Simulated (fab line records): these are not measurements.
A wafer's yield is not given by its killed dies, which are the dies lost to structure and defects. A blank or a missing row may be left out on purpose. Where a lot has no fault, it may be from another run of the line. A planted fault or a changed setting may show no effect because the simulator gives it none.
Which tool was responsible? + flow nand harc + 6 lots with 18 wafers sampled at 2 steps, on a route of 1159 steps

WHAT THE GAUGES SHOWED, per wafer
NHARC_A_BONDPAD_OVL_MEAS_35.
| lot  | measured     | on         | overlay x nm (nm) |
|------|--------------|------------|-------------------|
| L400 | day 18 03:58 | overlay-01 | -4 -5 -5          |
| L403 | day 18 14:13 | overlay-02 | -6 -6 -6          |
| L402 | day 18 18:31 | overlay-02 | -14 -13 -14       |
| L408 | day 20 08:22 | overlay-02 | -8 -8 -9          |
| L413 | day 21 23:22 | overlay-01 | -4 -4 -4          |
| L419 | day 23 08:16 | overlay-01 | 5 5 5             |

WHAT TOOL EACH LOT RAN ON (gives the tool, then ch and the chambers of the sampled wafers, and finally the start)
| lot  | NHARC_A_WL_FILL_ETCHBACK_26      |
|------|----------------------------------|
| L400 | rie si-02 ch 0,2,3, day 16 02:33 |
| L403 | rie si-05 ch 1,3, day 16 12:33   |
| L402 | rie si-05 ch 0,2,3, day 16 18:01 |
| L408 | rie si-02 ch 0,2,3, day 18 07:37 |
| L413 | rie si-02 ch 0,1, day 19 16:34   |
| L419 | rie si-05 ch 0,1,2, day 20 23:10 |
- NHARC_A_WL_FILL_ETCHBACK_26: etches the open film in HBr, target depth 52 nm, time 13.3 s.

THE ANSWER, worked out from the rows above alone
Rule: what is usual is taken from the lots themselves. The widest of any qualifying gaps counts: lots, ordered by their means at a reading, are off when they make up no more than a third of the lots, leave a main group of 4 or more, and stand apart from it by 3 or more times the standard deviation of that group's means. If all means in a main group match to the digits the tables above print for the reading, that group is not used. A lot without any number at a reading at which 4 lots or more have one is off too. Any other lot the step has rows for is counted as sound.
Across all readings shown, no lot is off: no conclusion can be drawn from this.

WHAT THE SIMULATOR HAD PUT IN
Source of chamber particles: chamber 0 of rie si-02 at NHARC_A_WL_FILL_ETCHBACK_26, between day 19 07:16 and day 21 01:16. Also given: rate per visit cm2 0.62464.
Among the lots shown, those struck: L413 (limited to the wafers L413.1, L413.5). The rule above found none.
